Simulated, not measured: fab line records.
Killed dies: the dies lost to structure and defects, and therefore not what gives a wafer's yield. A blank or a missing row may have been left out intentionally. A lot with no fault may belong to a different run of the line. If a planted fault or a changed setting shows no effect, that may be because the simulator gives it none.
Split-lot trial || flow n5 finfet || 21 wafers read from 7 lots, route of 1938 steps

## ON THE SPLIT
At N5_BEOL_M4_TRENCH_ETCH_37 (etches SiOC in C4F6/O2, target depth 55.555 nm, time 29.2 s), the setting time s was moved away from the recipe's 29.2 s on 6 of the 21 wafers read, by -15.0% to -12.5%. All remaining wafers had this setting at the recipe value.

## FROM THE SPLIT TO THE READING: what the file shows between them, 2 steps
- N5_BEOL_M4_ETCH_41: etches SiCN in CH3F/O2, target depth 29.9 nm, time 52.5 s
- N5_BEOL_M4_STRIP_97: strips in N2/H2, time 10 s

## THE READING
trench depth nm, in nm, at N5_BEOL_M4_OCD_MEAS_38. Fault-free wafers of this fab line usually give 55.2 nm, standard deviation 1.2 nm.

{"wafer": "L080.1", "tool, chamber at the split": "rie diel-04, 2", "time s as run, s": 29.2, "against the recipe": "recipe", "trench depth nm, nm": 54.8, "against lot-mates on the recipe": "-"}
{"wafer": "L080.2", "tool, chamber at the split": "rie diel-04, 3", "time s as run, s": 29.2, "against the recipe": "recipe", "trench depth nm, nm": 58.1, "against lot-mates on the recipe": "-"}
{"wafer": "L080.3", "tool, chamber at the split": "rie diel-04, 0", "time s as run, s": 29.2, "against the recipe": "recipe", "trench depth nm, nm": 55.6, "against lot-mates on the recipe": "-"}
{"wafer": "L082.2", "tool, chamber at the split": "rie diel-01, 2", "time s as run, s": 29.2, "against the recipe": "recipe", "trench depth nm, nm": 56.6, "against lot-mates on the recipe": "-"}
{"wafer": "L082.3", "tool, chamber at the split": "rie diel-01, 1", "time s as run, s": 29.2, "against the recipe": "recipe", "trench depth nm, nm": 54.6, "against lot-mates on the recipe": "-"}
{"wafer": "L082.6", "tool, chamber at the split": "rie diel-01, 1", "time s as run, s": 29.2, "against the recipe": "recipe", "trench depth nm, nm": 54.6, "against lot-mates on the recipe": "-"}
{"wafer": "L085.4", "tool, chamber at the split": "rie diel-01, 3", "time s as run, s": 29.2, "against the recipe": "recipe", "trench depth nm, nm": 54.5, "against lot-mates on the recipe": "-"}
{"wafer": "L085.5", "tool, chamber at the split": "rie diel-01, 2", "time s as run, s": 29.2, "against the recipe": "recipe", "trench depth nm, nm": 56.5, "against lot-mates on the recipe": "-"}
{"wafer": "L085.6", "tool, chamber at the split": "rie diel-01, 3", "time s as run, s": 29.2, "against the recipe": "recipe", "trench depth nm, nm": 55.1, "against lot-mates on the recipe": "-"}
{"wafer": "L088.1", "tool, chamber at the split": "rie diel-01, 0", "time s as run, s": 24.83, "against the recipe": "-15.0%", "trench depth nm, nm": 47.1, "against lot-mates on the recipe": "no lot-mate on the recipe"}
{"wafer": "L088.5", "tool, chamber at the split": "rie diel-01, 2", "time s as run, s": 24.83, "against the recipe": "-15.0%", "trench depth nm, nm": 48.2, "against lot-mates on the recipe": "no lot-mate on the recipe"}
{"wafer": "L088.6", "tool, chamber at the split": "rie diel-01, 1", "time s as run, s": 24.83, "against the recipe": "-15.0%", "trench depth nm, nm": 46.2, "against lot-mates on the recipe": "no lot-mate on the recipe"}
{"wafer": "L094.1", "tool, chamber at the split": "rie diel-01, 1", "time s as run, s": 25.1, "against the recipe": "-14.0%", "trench depth nm, nm": 46.4, "against lot-mates on the recipe": -9.7}
{"wafer": "L094.2", "tool, chamber at the split": "rie diel-01, 3", "time s as run, s": 25.1, "against the recipe": "-14.0%", "trench depth nm, nm": 46.8, "against lot-mates on the recipe": -9.3}
{"wafer": "L094.5", "tool, chamber at the split": "rie diel-01, 2", "time s as run, s": 29.2, "against the recipe": "recipe", "trench depth nm, nm": 56.1, "against lot-mates on the recipe": "-"}
{"wafer": "L097.3", "tool, chamber at the split": "rie diel-01, 0", "time s as run, s": 29.2, "against the recipe": "recipe", "trench depth nm, nm": 54.0, "against lot-mates on the recipe": "-"}
{"wafer": "L097.4", "tool, chamber at the split": "rie diel-01, 1", "time s as run, s": 29.2, "against the recipe": "recipe", "trench depth nm, nm": 54.0, "against lot-mates on the recipe": "-"}
{"wafer": "L097.6", "tool, chamber at the split": "rie diel-01, 0", "time s as run, s": 29.2, "against the recipe": "recipe", "trench depth nm, nm": 54.2, "against lot-mates on the recipe": "-"}
{"wafer": "L096.3", "tool, chamber at the split": "rie diel-05, 0", "time s as run, s": 25.54, "against the recipe": "-12.5%", "trench depth nm, nm": 49.0, "against lot-mates on the recipe": -5.5}
{"wafer": "L096.4", "tool, chamber at the split": "rie diel-05, 0", "time s as run, s": 29.2, "against the recipe": "recipe", "trench depth nm, nm": 55.5, "against lot-mates on the recipe": "-"}
{"wafer": "L096.5", "tool, chamber at the split": "rie diel-05, 1", "time s as run, s": 29.2, "against the recipe": "recipe", "trench depth nm, nm": 53.6, "against lot-mates on the recipe": "-"}

FIT RESULTS
A straight line over all 21 wafers: trench depth nm changes by +0.555 nm for each +1% of time s; r = +0.96; the points scatter about the line by 1.1 nm.
The same after taking each lot's own level away (the mean of its wafers on the recipe; 18 wafers): +0.611 nm for each +1%; r = +0.95; scatter 1.1 nm.
On that fit, the largest move of time s shifts the reading by 9.1 nm.
Across the lots, their own levels run from 54.07 to 56.17 nm, a range of 1.8 times the standard deviation given above.
Consequently the slope shifts little with the lot-to-lot level, the two slopes agreeing.
Check: for one of the wafers moved furthest among these (-14.0%), held out of the fit, the line's prediction against its lot-mates is -7.93 nm. It came out at -9.7 nm against them.

## THESE WAFERS: OTHER SPLITS
Note: prior to the reading, these wafers also went through further splits. Each is held against what the fit with the lots' levels taken away leaves over:
{"other split on the same wafers": "N5_BEOL_M3_EXPOSE_25 dose mj", "wafers away from the commonest value": 5, "r with trench depth nm (lot level and that fit taken away)": "+0.24"}
{"other split on the same wafers": "N5_BEOL_M3_TRENCH_ETCH_37 bias w", "wafers away from the commonest value": 10, "r with trench depth nm (lot level and that fit taken away)": -0.01}
{"other split on the same wafers": "N5_BEOL_M3_ETCH_41 target depth a", "wafers away from the commonest value": 8, "r with trench depth nm (lot level and that fit taken away)": "+0.33"}
{"other split on the same wafers": "N5_BEOL_M4_ETCH_70 source w", "wafers away from the commonest value": 10, "r with trench depth nm (lot level and that fit taken away)": -0.16}

## THE WHOLE CHAIN: every reading that the file lists as answering this split, in the file's order
{"step": "N5_BEOL_M4_TRENCH_ETCH_37", "what it does": "etches SiOC in C4F6/O2, target depth 55.555 nm, time 29.2 s", "reading": "BEOL_M4.feature depth nm (the simulator's own value, which no gauge read)", "change (the file's fit)": "+0.578 nm for each +1% of the setting", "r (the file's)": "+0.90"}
{"step": "N5_BEOL_M4_TRENCH_ETCH_37", "what it does": "etches SiOC in C4F6/O2, target depth 55.555 nm, time 29.2 s", "reading": "etch.depth nm (the simulator's own value, which no gauge read)", "change (the file's fit)": "+0.571 nm for each +1% of the setting", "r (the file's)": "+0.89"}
{"step": "N5_BEOL_M4_OCD_MEAS_38", "what it does": "", "reading": "trench depth nm", "change (the file's fit)": "+0.574 nm for each +1% of the setting", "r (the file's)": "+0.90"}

## FILE'S OWN FIT
trench depth nm changes by +0.574 nm for each +1% of time s, r = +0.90.
